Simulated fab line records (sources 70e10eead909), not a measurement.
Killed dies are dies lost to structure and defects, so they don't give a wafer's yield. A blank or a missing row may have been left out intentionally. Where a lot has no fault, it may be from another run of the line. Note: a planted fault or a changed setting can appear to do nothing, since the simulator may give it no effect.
A struck lot beside a sound one || flow nandHarc || 28 steps out of a route of 1302
Sound: wafers L590.1, L590.5, L590.6. The struck wafers were L592.2, L592.4, L592.5. The cause is given at the end.
Per side, at each step with rows, come the tool, then ch with its chambers, and then its first start. Under that, the readings that differ: sound wafers || struck wafers || difference of the means || sigmas: that difference in standard deviations of wafers without a fault.
alike: readings with means less than 2 such deviations apart, plus words and numbers identical on both sides. not compared: withheld readings, readings lacking a value on some wafer, bounds such as >300 that could conceal the same value, and numbers that have no deviation in the record and whose values overlap.
A row with sigmas, a row that says differs or no value, or rows on one side alone: a step with any of these is where the two part. Numbers that have no deviation but don't overlap get no sigmas and don't part them. A reading that every wafer of one side lacks parts them only if that side has two wafers or more.

first, 1 step without rows for these wafers: NHARC_A_CHANNEL_HOLE_D1_DEVELOP_09 (develop time 35 s).
NHARC_A_CHANNEL_HOLE_D1_CD_MEAS_10: target cd 100 nm.
  sound on cdSem-01 ch 0, day 12 05:29; struck on cdSem-02 ch 0, day 13 10:07
  alike: cdNm
NHARC_A_CHANNEL_HOLE_D1_OVL_MEAS_11:
  struck on overlay-02, day 13 10:13; sound on overlay-02, day 12 05:35
  alike: overlayXNm, overlayYNm
NHARC_A_CHANNEL_HOLE_D1_INSPECT_12:
  struck on defectInspect-01, day 13 10:14; sound on defectInspect-02, day 12 05:37
  alike: rawDefectCount
then, 1 step without rows for these wafers: NHARC_A_CHANNEL_HOLE_D1_DESCUM_15 (chemistry O2, time 3 s).
NHARC_A_CHANNEL_HOLE_D1_ETCH_38: etches the open film in CF4, target depth 39 nm, time 65 s.
  sound on rieDiel-01 ch 1,2, day 12 05:46; struck on rieDiel-10 ch 1,2,3, day 13 10:24
  alike: biasW, cf4FlowSccm, drypumpMotorCurrentA, oesProductAu, rfVppV, showerheadPlenumPTorr, throttleValvePct
  not compared: rfHoursCounterH
NHARC_A_CHANNEL_HOLE_D1_ETCH_39: etches the open film in N2/H2, target depth 260 nm, time 325 s.
  sound: rieDiel-01 ch 0,1,3; struck: rieDiel-10 ch 0,1,3
  alike: biasW, chamberPressureMTorr, drypumpMotorCurrentA, h2FlowSccm, oesProductAu, rfVppV, showerheadPlenumPTorr, throttleValvePct
  not compared: rfHoursCounterH
then, 1 step without rows for these wafers: NHARC_A_CHANNEL_HOLE_D1_ETCH_34 (etches the open film in CF4/CHF3, target depth 154 nm, time 77 s).
NHARC_A_CHANNEL_HOLE_D1_ETCH_16: etches the open film in O2/COS, target depth 3100 nm, time 806 s.
  sound: rieDiel-01 ch 1,2,3; struck: rieDiel-10 ch 0,1,3
  alike: biasW, chamberPressureMTorr, drypumpMotorCurrentA, oesProductAu, rfVppV, showerheadPlenumPTorr, throttleValvePct
  not compared: rfHoursCounterH
NHARC_A_CHANNEL_HOLE_D1_CD_MEAS_18:
  struck on cdSem-01, day 13 11:25; sound on cdSem-01, day 12 06:49
  alike: cdNm
NHARC_A_CHANNEL_HOLE_D1_ETCH_19: etches the open film in C4F8/O2/Ar, time 34.5 s.
  sound on harEtch-01 ch 0,1, day 12 09:17; struck on harEtch-01 ch 0,1, day 13 12:40
  alike: biasV, c4f8FlowSccm, drypumpMotorCurrentA, showerheadPlenumPTorr, throttleValvePct
  not compared: rfHoursCounterH
then, 1 step without rows for these wafers: NHARC_A_CHANNEL_HOLE_D1_ETCH_20 (etches the open film in C4F8/O2/Ar, time 361.9 s, target depth 1600 nm).
NHARC_A_CHANNEL_HOLE_D1_ETCH_21: etches the open film in C4F8/O2/Ar, time 514.3 s, target depth 1600 nm.
  sound on harEtch-01 ch 0,1, day 12 09:42; struck on harEtch-01 ch 0,1, day 13 13:06
  no value came back on the struck wafers for any of 5 readings (c4f8FlowSccm (sccm), chamberPressureMTorr (mTorr) and others); on the sound wafers c4f8FlowSccm (sccm) reads 88.88 88.83 89.29
  not compared: rfHoursCounterH
then, 3 steps without rows for these wafers: NHARC_A_CHANNEL_HOLE_D1_ETCH_22 (etches the open film in C4F8/O2/Ar, time 666.7 s, target depth 1600 nm); NHARC_A_CHANNEL_HOLE_D1_ETCH_23 (etches the open film in C4F8/O2/Ar, time 819 s, target depth 1600 nm); NHARC_A_CHANNEL_HOLE_D1_ETCH_24 (etches the open film in C4F8/O2/Ar, time 906.2 s, target depth 1500 nm).
NHARC_A_CHANNEL_HOLE_D1_ETCH_25: etches the open film in C4F8/O2/Ar, time 1040.2 s, target depth 1500 nm.
  sound on harEtch-01 ch 0,1, day 12 12:10; struck on harEtch-01 ch 0,1, day 13 15:34
  alike: c4f8FlowSccm, chamberPressureMTorr, drypumpMotorCurrentA, showerheadPlenumPTorr, throttleValvePct
  not compared: rfHoursCounterH
then, 5 steps without rows for these wafers: NHARC_A_CHANNEL_HOLE_D1_ETCH_26 (etches the open film in C4F8/O2/Ar, time 224.1 s, target depth 300 nm); NHARC_A_CHANNEL_HOLE_D1_ETCH_33 (etches the open film in C4F8/O2/Ar, time 90 s, target depth 400 nm); NHARC_A_CHANNEL_HOLE_D1_STRIP_41 (strips in N2/H2); NHARC_A_CHANNEL_HOLE_D1_STRIP_42 (strips in CF4/CHF3); NHARC_A_CHANNEL_HOLE_D1_STRIP_43 (strips in O2/COS).
NHARC_A_CHANNEL_HOLE_D1_ETCH_44: etches the open film in CF4/O2, target depth 140 nm, overetch 14 nm, time 77 s.
  sound on rieDiel-01 ch 0,1,2, day 12 14:00; struck on rieDiel-01 ch 0,1, day 13 17:23
{"reading": "model.A_CHANNEL_HOLE_D1.cdNm (nm)", "sound": "90.01 89.88 89.98", "struck": "101.3 100.5 98.04", "difference": "+10.0", "sigmas": ""}
  alike: biasW, cf4FlowSccm, drypumpMotorCurrentA, oes_ar_750_au, oesProductAu, rfVppV, showerheadPlenumPTorr, throttleValvePct
  not compared: rfHoursCounterH
then, 3 steps without rows for these wafers: NHARC_A_CHANNEL_HOLE_D1_STRIP_27 (strips in O2); NHARC_A_CHANNEL_HOLE_D1_PRECLEAN_28 (cleans in SC1); NHARC_A_CHANNEL_HOLE_D1_SRD_29.
NHARC_A_CHANNEL_HOLE_D1_CD_MEAS_30:
  struck on cdSem-03, day 13 18:23; sound on cdSem-03, day 12 14:47
{"reading": "cdNm (nm)", "sound": "89.1 89.4 90.1", "struck": "1.5 0.1 1.2", "difference": -88.6, "sigmas": -68}
  not compared: hold
NHARC_END_SORT_01:
  the record has rows for the sound wafers here (prober-01 ch 0, day 28 05:10) and none for the struck ones

## WHERE THEY PART
Earliest at NHARC_A_CHANNEL_HOLE_D1_ETCH_21; latest, in this record, at NHARC_END_SORT_01.

WHY: what the simulator had put in
Whole step skipped at NHARC_A_CHANNEL_HOLE_D1_ETCH_21 on harEtch-01, starting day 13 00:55. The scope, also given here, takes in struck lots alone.
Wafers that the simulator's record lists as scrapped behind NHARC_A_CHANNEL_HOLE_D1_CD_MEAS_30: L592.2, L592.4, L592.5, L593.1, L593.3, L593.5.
